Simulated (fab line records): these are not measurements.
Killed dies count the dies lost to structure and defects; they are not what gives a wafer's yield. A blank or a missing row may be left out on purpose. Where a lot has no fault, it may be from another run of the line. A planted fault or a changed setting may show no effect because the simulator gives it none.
The tool behind it: which one? | flow nand harc | 33 wafers from 11 lots sampled at 6 of the route's 1159 steps

== WHAT THE GAUGES READ, wafer by wafer ==
NHARC_P_GATE_CD_MEAS_26 targets a cd of 120 nm. Usual: cd nm 120.1 nm, standard deviation 0.65.
lot  | measured     | on        | cd nm (nm)        | flag
L103 | day 4 21:34  | cd sem-01 | 121.9 120.4 119.7 |
L105 | day 5 13:10  | cd sem-02 | 147.3 147.3 147.3 | OFF
L107 | day 5 17:50  | cd sem-01 | 147.5 146.8 148.6 | OFF
L106 | day 5 18:49  | cd sem-01 | 119.7 120.3 121.4 |
L110 | day 6 12:10  | cd sem-03 | 148.3 148.1 148.5 | OFF
L115 | day 8 00:58  | cd sem-01 | 121.1 121.1 120.8 |
L118 | day 8 20:09  | cd sem-02 | 119.8 120.2 120.6 |
L120 | day 9 07:10  | cd sem-01 | 120.2 120.3 120.0 |
L121 | day 9 06:29  | cd sem-02 | 120.8 120.6 120.7 |
L122 | day 10 00:31 | cd sem-02 | 119.1 119.1 120.4 |
L124 | day 10 07:03 | cd sem-02 | 120.1 120.5 119.6 |

NHARC_END_SORT_01. Usual: killed at array 28, standard deviation 8.6; killed at other 0.7, standard deviation 1.2; killed at periphery 3.1, standard deviation 2.3; killed dies 32, standard deviation 8.7; killed open 3.2, standard deviation 1.7; killed short 2.0, standard deviation 1.5.
lot  | measured     | on        | killed at array | killed at other | killed at periphery | killed dies | killed open | killed short | flag
L105 | day 20 05:33 | prober-02 | 41 33 18        | 1 0 0           | 584 542 634         | 626 575 652 | 7 1 6       | 2 2 4        | OFF
L107 | day 20 03:54 | prober-01 | 27 16 21        | 0 1 2           | 630 558 633         | 657 575 656 | 6 6 3       | 1 0 2        | OFF
L110 | day 21 05:56 | prober-01 | 22 26 25        | 0 0 1           | 634 366 618         | 656 392 644 | 2 2 9       | 3 1 0        | OFF

== EACH LOT AND THE TOOL THAT RAN IT (in order: tool; ch and the chambers of the sampled wafers; start) ==
lot  | NHARC_P_STI_ETCH_42               | NHARC_P_STI_ETCH_15             | NHARC_P_GATE_DESCUM_13            | NHARC_P_GATE_PEB_24
L103 | rie diel-09 ch 0,1,2, day 2 14:12 | rie si-03 ch 0,1,3, day 2 14:25 | rie diel-04 ch 1,2,3, day 4 05:31 | litho track-06 ch 0, day 4 21:29
L105 | rie diel-09 ch 1,2, day 3 06:51   | rie si-01 ch 0,2, day 3 07:05   | rie diel-02 ch 0,1, day 4 21:24   | litho track-06 ch 0, day 5 13:05
L107 | rie diel-03 ch 1,2,3, day 3 14:14 | rie si-03 ch 1,2, day 3 14:24   | rie diel-04 ch 2,3, day 5 04:22   | litho track-06 ch 0, day 5 17:45
L106 | rie diel-09 ch 2,3, day 3 14:23   | rie si-01 ch 0,3, day 3 14:35   | rie diel-08 ch 1,3, day 5 04:14   | litho track-04 ch 0, day 5 18:44
L110 | rie diel-03 ch 0,3, day 4 12:26   | rie si-05 ch 0,2,3, day 4 12:38 | rie diel-08 ch 1,2, day 5 22:01   | litho track-06 ch 0, day 6 12:05
L115 | rie diel-03 ch 0,2, day 5 17:34   | rie si-01 ch 0,1,3, day 5 17:46 | rie diel-04 ch 1,2, day 7 07:46   | litho track-04 ch 0, day 8 00:53
L118 | rie diel-03 ch 0,1,3, day 6 12:42 | rie si-05 ch 0,2,3, day 6 12:55 | rie diel-02 ch 1,2,3, day 8 03:35 | litho track-06 ch 0, day 8 20:04
L120 | rie diel-03 ch 1,2, day 7 00:17   | rie si-01 ch 0,2,3, day 7 00:29 | rie diel-02 ch 0,2, day 8 16:26   | litho track-06 ch 0, day 9 07:05
L121 | rie diel-09 ch 1,2, day 7 05:10   | rie si-01 ch 1,2,3, day 7 05:22 | rie diel-08 ch 0,2,3, day 8 16:24 | litho track-04 ch 0, day 9 06:24
L122 | rie diel-03 ch 2,3, day 7 15:40   | rie si-05 ch 0,1,3, day 7 15:52 | rie diel-08 ch 0,1,2, day 9 08:53 | litho track-06 ch 0, day 10 00:25
L124 | rie diel-09 ch 1,2, day 8 02:35   | rie si-01 ch 1,2, day 8 02:47   | rie diel-04 ch 1,2, day 9 16:16   | litho track-06 ch 0, day 10 06:58
- NHARC_P_STI_ETCH_42: etches the open film in N2/H2, target depth 80 nm, overetch 24 nm, time 61 s.
- NHARC_P_STI_ETCH_15: etches the open film in HBr/Cl2, target depth 300 nm, time 100.1 s.
- NHARC_P_GATE_DESCUM_13: chemistry O2, time 3 s.
- NHARC_P_GATE_PEB_24: peb time 65 s.

== WHAT THE TOOLS THEMSELVES READ (means of the sampled wafers that have a number; where no wafer has one, the mark that the record gives instead) ==
NHARC_P_STI_ETCH_42. Usual: drypump motor current A 5.8 A, standard deviation 0.52; n2 flow sccm 149.9 sccm, standard deviation 0.47; oes product au 0.999 a.u., standard deviation 0.01; rf vpp V 431.7 V, standard deviation 2.9; showerhead plenum p Torr 2.09 Torr, standard deviation 0.11; throttle valve pct 14.171 %, standard deviation 0.0093.
lot  | tool        | drypump motor current A (A) | n2 flow sccm (sccm) | oes product au (a.u.) | rf vpp V (V) | showerhead plenum p Torr (Torr) | throttle valve pct (%) | flag
L103 | rie diel-09 | 5.8                         | 150.0               | 1.006                 | 434.7        | 2.19                            | 14.170                 |
L105 | rie diel-09 | 5.6                         | 150.6               | 1.003                 | 434.2        | 2.18                            | 14.170                 |
L107 | rie diel-03 | 6.0                         | 149.9               | 0.993                 | 432.0        | 2.09                            | 14.175                 |
L106 | rie diel-09 | 6.3                         | 149.5               | 1.004                 | 433.1        | 2.13                            | 14.159                 |
L110 | rie diel-03 | 5.1                         | 149.8               | 1.004                 | 428.2        | 1.93                            | 14.167                 |
L115 | rie diel-03 | 5.2                         | 150.5               | 1.011                 | 429.7        | 2.02                            | 14.170                 |
L118 | rie diel-03 | 5.5                         | 150.1               | 0.990                 | 430.3        | 2.00                            | 14.169                 |
L120 | rie diel-03 | 6.2                         | 150.0               | 0.999                 | 434.7        | 2.19                            | 14.168                 |
L121 | rie diel-09 | 6.1                         | 150.1               | 0.991                 | 433.1        | 2.19                            | 14.176                 |
L122 | rie diel-03 | 6.0                         | 149.7               | 0.998                 | 432.0        | 2.12                            | 14.179                 |
L124 | rie diel-09 | 5.7                         | 149.8               | 1.007                 | 433.8        | 2.18                            | 14.171                 |

NHARC_P_STI_ETCH_15. Usual: drypump motor current A 5.7 A, standard deviation 0.52; oes product au 1.000 a.u., standard deviation 0.0087; throttle valve pct 26.406 %, standard deviation 0.0092.
lot  | tool      | drypump motor current A (A) | oes product au (a.u.) | throttle valve pct (%) | flag
L103 | rie si-03 | 5.4                         | 0.993                 | 26.411                 |
L105 | rie si-01 | 6.4                         | 1.004                 | 26.402                 |
L107 | rie si-03 | 5.7                         | 1.003                 | 26.401                 |
L106 | rie si-01 | 6.3                         | 1.004                 | 26.406                 |
L110 | rie si-05 | 5.3                         | 1.007                 | 26.411                 |
L115 | rie si-01 | 5.8                         | 0.990                 | 26.411                 |
L118 | rie si-05 | 5.3                         | 1.005                 | 26.403                 |
L120 | rie si-01 | 6.1                         | 0.996                 | 26.402                 |
L121 | rie si-01 | 5.6                         | 0.997                 | 26.408                 |
L122 | rie si-05 | 5.4                         | 1.012                 | 26.414                 |
L124 | rie si-01 | 5.8                         | 0.992                 | 26.399                 |

NHARC_P_GATE_DESCUM_13. Usual: drypump motor current A 5.7 A, standard deviation 0.35; oes product au 1.001 a.u., standard deviation 0.012; rf vpp V 58.1 V, standard deviation 0.83; showerhead plenum p Torr 1.96 Torr, standard deviation 0.05; throttle valve pct 11.312 %, standard deviation 0.008.
lot  | tool        | drypump motor current A (A) | oes product au (a.u.) | rf vpp V (V) | showerhead plenum p Torr (Torr) | throttle valve pct (%) | flag
L103 | rie diel-04 | 5.9                         | 1.009                 | 57.1         | 1.96                            | 11.301                 |
L105 | rie diel-02 | 5.5                         | 0.997                 | 58.1         | 1.96                            | 11.318                 |
L107 | rie diel-04 | 6.1                         | 1.022                 | 58.2         | 1.94                            | 11.314                 |
L106 | rie diel-08 | 6.0                         | 1.002                 | 58.3         | 2.02                            | 11.301                 |
L110 | rie diel-08 | 5.6                         | 1.002                 | 58.2         | 2.04                            | 11.314                 |
L115 | rie diel-04 | 5.8                         | 0.995                 | 58.6         | 1.97                            | 11.318                 |
L118 | rie diel-02 | 5.6                         | 0.990                 | 57.5         | 1.95                            | 11.312                 |
L120 | rie diel-02 | 5.9                         | 0.990                 | 56.8         | 1.89                            | 11.309                 |
L121 | rie diel-08 | 5.6                         | 1.004                 | 58.1         | 1.97                            | 11.310                 |
L122 | rie diel-08 | 5.5                         | 1.003                 | 57.9         | 1.99                            | 11.312                 |
L124 | rie diel-04 | 5.8                         | 0.997                 | 58.1         | 1.96                            | 11.316                 |

NHARC_P_GATE_PEB_24. Usual: heater power total W 156.6 W, standard deviation 0.42; plate temp C 100.01 C, standard deviation 0.13.
lot  | tool           | heater power total W (W) | plate temp C (C) | flag
L103 | litho track-06 | 156.3                    | 99.99            |
L105 | litho track-06 | 231.2                    | -                | OFF
L107 | litho track-06 | 230.7                    | -                | OFF
L106 | litho track-04 | 156.2                    | 100.08           |
L110 | litho track-06 | 231.2                    | -                | OFF
L115 | litho track-04 | 156.7                    | 99.98            |
L118 | litho track-06 | 156.3                    | 100.23           |
L120 | litho track-06 | 156.6                    | 99.92            |
L121 | litho track-04 | 156.6                    | 99.88            |
L122 | litho track-06 | 156.6                    | 99.86            |
L124 | litho track-06 | 156.1                    | 99.94            |

== THE ANSWER, worked out from the rows above alone ==
Rule: a lot counts as off when the mean over its wafers that have a number is more than 3 standard deviations away from the usual mean. A lot without any number at a reading at which 4 lots or more have one is off too. Where the step has rows for the other lots, those lots are counted as sound. After the gauges, taken in route order, come the tools' own readings; for these a lot's mean is taken, as printed above. At the first step where some lot is off, the reading lying furthest off is the one used; lots without a number count as furthest.
Off: L105, L107, L110, at NHARC_P_GATE_CD_MEAS_26 (cd nm).
A tool fits if, at a process step before that reading, it ran every lot that is off, and no sound lot after the first of them. Not tried: the gauges at NHARC_P_GATE_CD_MEAS_26; whatever is off there is also off at NHARC_END_SORT_01, on other tools, and gauge error can't account for it. None of those tried fits.

== WHAT THE SIMULATOR HAD PUT IN ==
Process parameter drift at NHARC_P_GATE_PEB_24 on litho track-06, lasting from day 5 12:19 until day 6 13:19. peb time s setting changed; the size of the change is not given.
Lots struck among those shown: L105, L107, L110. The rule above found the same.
